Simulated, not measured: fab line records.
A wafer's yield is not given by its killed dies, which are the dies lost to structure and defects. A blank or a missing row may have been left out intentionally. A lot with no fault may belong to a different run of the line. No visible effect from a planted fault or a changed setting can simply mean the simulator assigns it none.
A struck lot beside a sound one :: flow nand_harc :: 24 out of 1302 route steps
Sound: wafers L358.1, L358.3, L358.5. Wafers struck: L367.4, L367.6. At the end, the cause is stated.
At each step with rows: each side's tool, then ch and its chambers, then its first start. Under that, the readings that differ: sound wafers :: struck wafers :: difference of the means :: sigmas: that difference in standard deviations of wafers without a fault.
alike: words and numbers the same on both sides, and readings whose means are apart by under 2 such deviations; not compared: readings that were withheld, readings missing a value for some wafer, numbers with overlapping values and no deviation given by the record, and bounds like >300 which may hide the same value.
The two part at a step that has a row with sigmas, a row that says differs or no value, or rows on one side only. Non-overlapping numbers with no deviation appear without sigmas and do not part them. Lack of a reading on every wafer of one side parts them only where that side has two or more wafers.

NHARC_P_M1_INSPECT_27:
  sound on defect_inspect-01, day 10 13:13; struck on defect_inspect-02, day 14 06:06
  alike: raw_defect_count
NHARC_P_M1_PRE_CLEAN_32: time 12 s.
  sound on pecvd-03 ch 0,1,2, day 10 13:17; struck on pecvd-03 ch 0,1, day 14 06:12
  alike: heater_power_w
NHARC_P_M1_DEP_33: deposits SiCN, target thk 30 nm.
  sound on pecvd-03 ch 0,1,2, day 10 13:22; struck on pecvd-03 ch 0,1, day 14 06:22
  alike: heater_power_w
then, 8 steps without rows for these wafers: NHARC_P_M2_DEP_00 (deposits SiOC, target thk 182.5 nm); NHARC_P_M2_DEHYDRATE_01 (time 120 s); NHARC_P_M2_HMDS_02 (time 30 s); NHARC_P_M2_COAT_34 (time 65 s); NHARC_P_M2_COAT_03 (resist thk 90 nm); NHARC_P_M2_SOFTBAKE_04 (time 55 s); NHARC_P_M2_EBR_05; NHARC_P_M2_EXPOSE_06 (exposes mask P M2, target cd 170 nm).
NHARC_P_M2_PEB_07: peb time 65 s.
  sound on litho_track-01 ch 0, day 10 14:32; struck on litho_track-01 ch 0, day 14 07:18
reading: heater_power_total_W (W)
sound: 157.1 157.0 156.1
struck: 155.6 156.0
difference: -0.9
sigmas: -2

reading: plate_temp_C (C)
sound: 100.08 100.18 100.19
struck: 99.35 99.35
difference: -0.80
sigmas: -6
  alike: exhaust_pa
then, 1 step without rows for these wafers: NHARC_P_M2_DEVELOP_08 (develop time 35 s).
NHARC_P_M2_CD_MEAS_09: target cd 170 nm.
  sound on cd_sem-03 ch 0, day 10 14:37; struck on cd_sem-02 ch 0, day 14 07:23
reading: cd_nm (nm)
sound: 169.6 170.4 170.4
struck: 168.2 167.7
difference: -2.2
sigmas: -5
NHARC_P_M2_OVL_MEAS_10: pitch 340 nm.
  sound on overlay-02, day 10 14:42; struck on overlay-02, day 14 07:28
  alike: overlay_x_nm, overlay_y_nm
NHARC_P_M2_INSPECT_11:
  sound on defect_inspect-01, day 10 14:44; struck on defect_inspect-02, day 14 07:30
  alike: raw_defect_count
NHARC_P_M2_DESCUM_14: chemistry O2, time 3 s.
  sound on rie_diel-01 ch 0,1,2, day 10 14:49; struck on rie_diel-10 ch 0,3, day 14 07:36
reading: model.P_M2.cd_nm (nm)
sound: 170 170 170.3
struck: 167.8 167.5
difference: -2.4
sigmas: 
  alike: drypump_motor_current_A, oes_product_au, rf_vpp_V, showerhead_plenum_p_Torr, throttle_valve_pct
  not compared: rf_hours_counter_h
NHARC_P_M2_ETCH_35: etches the open film in N2/H2, target depth 40 nm, overetch 12 nm, time 43.94 s.
  sound on rie_diel-01 ch 0,1,3, day 10 14:53; struck on rie_diel-10 ch 0,2, day 14 07:41
  alike: drypump_motor_current_A, h2_flow_sccm, oes_product_au, rf_vpp_V, showerhead_plenum_p_Torr, throttle_valve_pct
  not compared: rf_hours_counter_h
NHARC_P_M2_ETCH_15: etches the open film in C4F8/Ar, target depth 182.5 nm, time 91.2 s.
  sound on rie_diel-01 ch 0,1; struck on rie_diel-10 ch 0,2
  alike: oes_product_au, rf_vpp_V
  not compared: rf_hours_counter_h
NHARC_P_M2_CD_MEAS_16:
  sound on cd_sem-02, day 10 15:07; struck on cd_sem-03, day 14 07:55
reading: cd_nm (nm)
sound: 170.0 170.1 170.1
struck: 167.5 167.4
difference: -2.6
sigmas: -5
NHARC_P_M2_STRIP_18: strips in N2/H2.
  sound on rie_diel-01 ch 0,3, day 10 15:13; struck on rie_diel-01 ch 0,3, day 14 08:01
  alike: drypump_motor_current_A, h2_flow_sccm, oes_product_au, rf_vpp_V, showerhead_plenum_p_Torr, throttle_valve_pct
  not compared: rf_hours_counter_h
NHARC_P_M2_ETCH_28: etches the open film in CF4/N2, target depth 30 nm, time 72.99 s.
  sound on rie_diel-01 ch 0,1,3; struck on rie_diel-01 ch 0
reading: model.P_M2.cd_nm (nm)
sound: 169.6 169.8 169.8
struck: 168.5 167.6
difference: -1.7
sigmas: 
  alike: drypump_motor_current_A, oes_product_au, rf_vpp_V, showerhead_plenum_p_Torr, throttle_valve_pct
  not compared: rf_hours_counter_h
then, 1 step without rows for these wafers: NHARC_P_M2_STRIP_19 (strips in post etch residue remover, time 600 s).
-- break in the record here, with 18 days between the starts of the struck wafers on either side (left off in module P_M2, picked up again in module END, where the first step shown is number 1302 on the route) --
NHARC_END_SORT_01:
  only the struck wafers appear in the record here, on prober-01 ch 0 at day 32 06:48; the sound ones have no rows

## WHERE THEY PART
Last at NHARC_END_SORT_01 as far as this record goes, first at NHARC_P_M2_PEB_07.

WHY: what had been put in by the simulator
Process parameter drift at NHARC_P_M2_PEB_07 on litho_track-01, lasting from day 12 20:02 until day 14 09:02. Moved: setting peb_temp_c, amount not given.
